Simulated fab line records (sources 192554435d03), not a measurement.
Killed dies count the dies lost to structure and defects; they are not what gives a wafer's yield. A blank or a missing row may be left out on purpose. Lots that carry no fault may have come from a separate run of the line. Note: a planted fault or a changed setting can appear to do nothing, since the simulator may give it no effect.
Split-lot experiment ; flow n5 finfet ; route with 1938 steps; 7 lots, 21 wafers read

== THE SPLIT ==
At N5_BEOL_M1_ETCH_64 (etches SOC in N2/H2, target depth 75 nm, overetch 15 nm, time 112.5 s), the setting source w was moved away from the recipe's 840 W on 5 of the 21 wafers read, by -13.0% to +16.8%. All remaining wafers had this setting at the recipe value.

Reading taken at the split's own step.

== THE READING ==
rf vpp V, in V, at N5_BEOL_M1_ETCH_64 (etches SOC in N2/H2, target depth 75 nm, overetch 15 nm, time 112.5 s). Fault-free wafers of this fab line usually give 524.5 V, standard deviation 1.8 V.

wafer;tool, chamber at the split;source w as run, W;against the recipe;rf vpp V, V;against lot-mates on the recipe
L076.2;rie diel-02, 0;840;recipe;523.4;-
L076.3;rie diel-02, 1;840;recipe;524.4;-
L076.4;rie diel-02, 3;766.1;-8.8%;544.8;+20.9
L081.1;rie diel-06, 3;840;recipe;522.4;-
L081.4;rie diel-06, 2;840;recipe;524.0;-
L081.5;rie diel-06, 0;840;recipe;522.3;-
L083.1;rie diel-06, 2;840;recipe;524.1;-
L083.2;rie diel-06, 0;840;recipe;521.9;-
L083.5;rie diel-06, 1;840;recipe;526.6;-
L090.4;rie diel-02, 2;840;recipe;525.4;-
L090.5;rie diel-02, 1;840;recipe;524.0;-
L090.6;rie diel-02, 2;980.7;+16.8%;499.3;-25.4
L091.1;rie diel-02, 3;840;recipe;526.3;-
L091.3;rie diel-02, 1;840;recipe;524.1;-
L091.6;rie diel-02, 3;730.5;-13.0%;550.4;+25.2
L093.1;rie diel-06, 0;840;recipe;523.2;-
L093.3;rie diel-06, 2;840;recipe;523.3;-
L093.6;rie diel-06, 1;840;recipe;526.1;-
L095.1;rie diel-04, 3;956.4;+13.9%;501.7;-19.6
L095.5;rie diel-04, 3;956.4;+13.9%;503.0;-18.3
L095.6;rie diel-04, 2;840;recipe;521.3;-

THE FIT
A straight line over all 21 wafers: rf vpp V changes by -1.71 V for each +1% of source w; r = -0.98; the points scatter about the line by 2.3 V.
The same after taking each lot's own level away (the mean of its wafers on the recipe; 21 wafers): -1.63 V for each +1%; r = -0.98; scatter 2.2 V.
The reading moves by 27 V for the largest change in source w, on that fit.
The lots' own levels span 521.30 to 525.20 V, that is 2.2 times the standard deviation above.
Hence the lot-to-lot level has little effect on the slope; both slopes agree.
Check: -26.8 V against its lot-mates is what the line predicts for one of the wafers moved furthest among these (+16.8%) when that wafer is left out of the fit. It came out at -25.4 V against them.
Tool readings at the split's step, against how far the setting was moved: rf vpp V r = -0.98.

== THE OTHER SPLITS THESE WAFERS WENT THROUGH ==
Note: prior to the reading, these wafers also went through further splits. Each is held against what the fit with the lots' levels taken away leaves over:
other split on the same wafers;wafers away from the commonest value;r with rf vpp V (lot level and that fit taken away)
N5_MOL_CONTACT_COAG_COAT_76 spin rpm;5;+0.37
N5_BEOL_M0_SAQP_PECVD_04 time s;7;-0.28
N5_BEOL_M0_SAQP_EXPOSE_11 dose mj;4;-0.27
N5_BEOL_M0_ETCH_109 bias w;5;+0.06

== FILE'S OWN FIT ==
rf vpp V changes by -1.67 V for each +1% of source w, r = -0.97.
